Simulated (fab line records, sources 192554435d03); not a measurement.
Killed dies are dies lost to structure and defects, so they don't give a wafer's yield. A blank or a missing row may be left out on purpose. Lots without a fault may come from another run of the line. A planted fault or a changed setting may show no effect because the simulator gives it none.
One fault seen from 2 desks | flow n5_finfet | each desk has only its own numbers; what lay behind them comes last

THE METROLOGY DESK
What the gauges read, lot by lot, whatever tool the lot ran on: means of the sampled wafers that have a number. A lot is out of limits, marked OUT, if its mean lies more than 4 standard deviations from the usual mean; the brackets give that distance.
Columns: A = cd_nm at N5_PASSIVATION_CD_MEAS_10, usual 3001.2 nm; B = TV_OVL at N5_PASSIVATION_OVL_MEAS_60, usual 3 nm
lot  | first seen here | A                 | B
L733 | day 13 03:02    | 3004.0            | 4
L740 | day 14 19:46    | 3000.9            | 2
L738 | day 15 03:31    | 3001.1            | 9
L745 | day 16 22:16    | 3004.8            | 6
L746 | day 17 01:10    | 3009.8 (+4.1) OUT | 0
L755 | day 19 11:07    | 3001.8            | 0
This desk's finding: out of limits on L746; first on L746, day 17 01:10 (cd_nm at N5_PASSIVATION_CD_MEAS_10). In limits: L733, L740, L738, L745, L755.

THE TOOL OWNER'S DESK: krf_scanner-02
The tool's own readings at N5_PASSIVATION_EXPOSE_07 (exposes mask TV, defocus 0 nm, target cd 3000 nm): means of the sampled wafers that have a number, for each lot that ran on this tool. A lot is out of limits, marked OUT, if its mean lies more than 4 standard deviations from the usual mean; the brackets give that distance.
Columns: A = exposure_dose_mJ_cm2 at N5_PASSIVATION_EXPOSE_07, usual 22.748
lot  | first seen here | A
L733 | day 13 02:52    | 22.749
L740 | day 14 19:35    | 22.771
L738 | day 15 03:20    | 22.763
L745 | day 16 22:05    | 22.730
L746 | day 17 01:00    | 22.761
This desk's finding: nothing out of limits on any of the 5 lots.

PUT TOGETHER
The metrology desk could have raised an alarm at day 17 01:10, on L746.
The tool owner's desk saw nothing out of limits.
The tool owner's desk has L746 on record, within its limits.
Of the lots named, all ran N5_PASSIVATION_EXPOSE_07 on krf_scanner-02.

WHAT THE SIMULATOR HAD PUT IN
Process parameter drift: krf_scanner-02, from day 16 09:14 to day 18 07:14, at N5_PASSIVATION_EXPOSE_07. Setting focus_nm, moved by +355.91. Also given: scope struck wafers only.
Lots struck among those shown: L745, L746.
Hours from the fault's start to each desk's first reading out of limits: the metrology desk, 16.
